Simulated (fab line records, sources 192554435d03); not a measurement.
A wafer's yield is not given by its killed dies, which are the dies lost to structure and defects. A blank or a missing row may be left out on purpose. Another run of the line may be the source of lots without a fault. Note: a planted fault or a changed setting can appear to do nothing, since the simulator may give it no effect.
Split-lot trial || flow n5Finfet || 7 lots, 21 wafers read, on a route of 1938 steps

## THE SPLIT
At N5_SDB_ETCH_18 (etches SOC in N2/H2, target depth 100 nm, overetch 20 nm, time 150 s), the setting timeS was moved away from the recipe's 150 s on 7 of the 21 wafers read, by -22.5% to -11.5%. For the rest of the wafers, this setting stayed at what the recipe calls for.

The reading is taken at the split's own step.

## THE READING
SiARC_of_SDB_COAT_04.thkNm (the simulator's own value, which no gauge read), in nm, at N5_SDB_ETCH_18 (etches SOC in N2/H2, target depth 100 nm, overetch 20 nm, time 150 s). There is no usual value for it anywhere in the file. Across the 14 wafers here that went through the recipe, the average is 12.8 nm and the standard deviation 0.1 nm.

{"wafer": "L074.1", "tool, chamber at the split": "rieDiel-05, 2,1", "timeS as run, s": 132.7, "against the recipe": "-11.5%", "SiARC_of_SDB_COAT_04.thkNm, nm": 13.4, "against lot-mates on the recipe": "+0.6"}
{"wafer": "L074.2", "tool, chamber at the split": "rieDiel-05, 2,1", "timeS as run, s": 132.7, "against the recipe": "-11.5%", "SiARC_of_SDB_COAT_04.thkNm, nm": 13.4, "against lot-mates on the recipe": "+0.6"}
{"wafer": "L074.5", "tool, chamber at the split": "rieDiel-05, 3", "timeS as run, s": 150, "against the recipe": "recipe", "SiARC_of_SDB_COAT_04.thkNm, nm": 12.8, "against lot-mates on the recipe": "-"}
{"wafer": "L075.1", "tool, chamber at the split": "rieDiel-01, 3,2,0", "timeS as run, s": 150, "against the recipe": "recipe", "SiARC_of_SDB_COAT_04.thkNm, nm": 12.8, "against lot-mates on the recipe": "-"}
{"wafer": "L075.2", "tool, chamber at the split": "rieDiel-01, 3,2,0", "timeS as run, s": 150, "against the recipe": "recipe", "SiARC_of_SDB_COAT_04.thkNm, nm": 12.8, "against lot-mates on the recipe": "-"}
{"wafer": "L075.3", "tool, chamber at the split": "rieDiel-01, 3,2,0", "timeS as run, s": 150, "against the recipe": "recipe", "SiARC_of_SDB_COAT_04.thkNm, nm": 12.8, "against lot-mates on the recipe": "-"}
{"wafer": "L078.1", "tool, chamber at the split": "rieDiel-01, 2", "timeS as run, s": 150, "against the recipe": "recipe", "SiARC_of_SDB_COAT_04.thkNm, nm": 12.8, "against lot-mates on the recipe": "-"}
{"wafer": "L078.5", "tool, chamber at the split": "rieDiel-01, 2", "timeS as run, s": 150, "against the recipe": "recipe", "SiARC_of_SDB_COAT_04.thkNm, nm": 12.8, "against lot-mates on the recipe": "-"}
{"wafer": "L078.4", "tool, chamber at the split": "rieDiel-01, 0", "timeS as run, s": 150, "against the recipe": "recipe", "SiARC_of_SDB_COAT_04.thkNm, nm": 12.6, "against lot-mates on the recipe": "-"}
{"wafer": "L083.3", "tool, chamber at the split": "rieDiel-05, 1,3", "timeS as run, s": 116.3, "against the recipe": "-22.5%", "SiARC_of_SDB_COAT_04.thkNm, nm": 14, "against lot-mates on the recipe": "+1.4"}
{"wafer": "L083.5", "tool, chamber at the split": "rieDiel-05, 1,3", "timeS as run, s": 116.3, "against the recipe": "-22.5%", "SiARC_of_SDB_COAT_04.thkNm, nm": 14, "against lot-mates on the recipe": "+1.4"}
{"wafer": "L083.6", "tool, chamber at the split": "rieDiel-05, 0", "timeS as run, s": 150, "against the recipe": "recipe", "SiARC_of_SDB_COAT_04.thkNm, nm": 12.6, "against lot-mates on the recipe": "-"}
{"wafer": "L094.1", "tool, chamber at the split": "rieDiel-01, 2", "timeS as run, s": 150, "against the recipe": "recipe", "SiARC_of_SDB_COAT_04.thkNm, nm": 13, "against lot-mates on the recipe": "-"}
{"wafer": "L094.2", "tool, chamber at the split": "rieDiel-01, 0,1", "timeS as run, s": 150, "against the recipe": "recipe", "SiARC_of_SDB_COAT_04.thkNm, nm": 12.8, "against lot-mates on the recipe": "-"}
{"wafer": "L094.3", "tool, chamber at the split": "rieDiel-01, 0,1", "timeS as run, s": 150, "against the recipe": "recipe", "SiARC_of_SDB_COAT_04.thkNm, nm": 12.8, "against lot-mates on the recipe": "-"}
{"wafer": "L096.2", "tool, chamber at the split": "rieDiel-05, 0,2,3", "timeS as run, s": 127.6, "against the recipe": "-14.9%", "SiARC_of_SDB_COAT_04.thkNm, nm": 13.6, "against lot-mates on the recipe": "no lot-mate on the recipe"}
{"wafer": "L096.3", "tool, chamber at the split": "rieDiel-05, 0,2,3", "timeS as run, s": 127.6, "against the recipe": "-14.9%", "SiARC_of_SDB_COAT_04.thkNm, nm": 13.6, "against lot-mates on the recipe": "no lot-mate on the recipe"}
{"wafer": "L096.4", "tool, chamber at the split": "rieDiel-05, 0,2,3", "timeS as run, s": 127.6, "against the recipe": "-14.9%", "SiARC_of_SDB_COAT_04.thkNm, nm": 13.6, "against lot-mates on the recipe": "no lot-mate on the recipe"}
{"wafer": "L097.3", "tool, chamber at the split": "rieDiel-04, 0", "timeS as run, s": 150, "against the recipe": "recipe", "SiARC_of_SDB_COAT_04.thkNm, nm": 12.6, "against lot-mates on the recipe": "-"}
{"wafer": "L097.4", "tool, chamber at the split": "rieDiel-04, 1,2", "timeS as run, s": 150, "against the recipe": "recipe", "SiARC_of_SDB_COAT_04.thkNm, nm": 12.8, "against lot-mates on the recipe": "-"}
{"wafer": "L097.5", "tool, chamber at the split": "rieDiel-04, 1,2", "timeS as run, s": 150, "against the recipe": "recipe", "SiARC_of_SDB_COAT_04.thkNm, nm": 12.8, "against lot-mates on the recipe": "-"}
Rows listing several chambers each stand for several wafers; the file does not say which wafer went through which chamber.

FIT RESULTS
A straight line over all 21 wafers: SiARC_of_SDB_COAT_04.thkNm changes by -0.0549 nm for each +1% of timeS; r = -0.98; the points scatter about the line by 0.089 nm.
The same after taking each lot's own level away (the mean of its wafers on the recipe; 18 wafers): -0.0605 nm for each +1%; r = -0.99; scatter 0.08 nm.
On that fit, the largest move of timeS shifts the reading by 1.4 nm.
The span of the lots' own levels, 12.60 to 12.87 nm, comes to 2.6 times the standard deviation stated above.
Consequently the slope shifts little with the lot-to-lot level, the two slopes agreeing.
Check: with one of the wafers moved furthest among these (-22.5%) left out of the fit, the line predicts +1.32 nm for it against its lot-mates. It came out at +1.4 nm against them.

## ADDITIONAL SPLITS CARRIED BY THESE WAFERS
Before the reading, these wafers also passed through other splits. Each is held against what the fit with the lots' levels taken away leaves over:
{"other split on the same wafers": "N5_SD_EPI_N_EPI_21 tempC", "wafers away from the commonest value": 9, "r with SiARC_of_SDB_COAT_04.thkNm (lot level and that fit taken away)": "+0.05"}
{"other split on the same wafers": "N5_SDB_COAT_05 spinRpm", "wafers away from the commonest value": 4, "r with SiARC_of_SDB_COAT_04.thkNm (lot level and that fit taken away)": "+0.12"}

## FILE'S OWN FIT
SiARC_of_SDB_COAT_04.thkNm changes by -0.0602 nm for each +1% of timeS, r = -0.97.
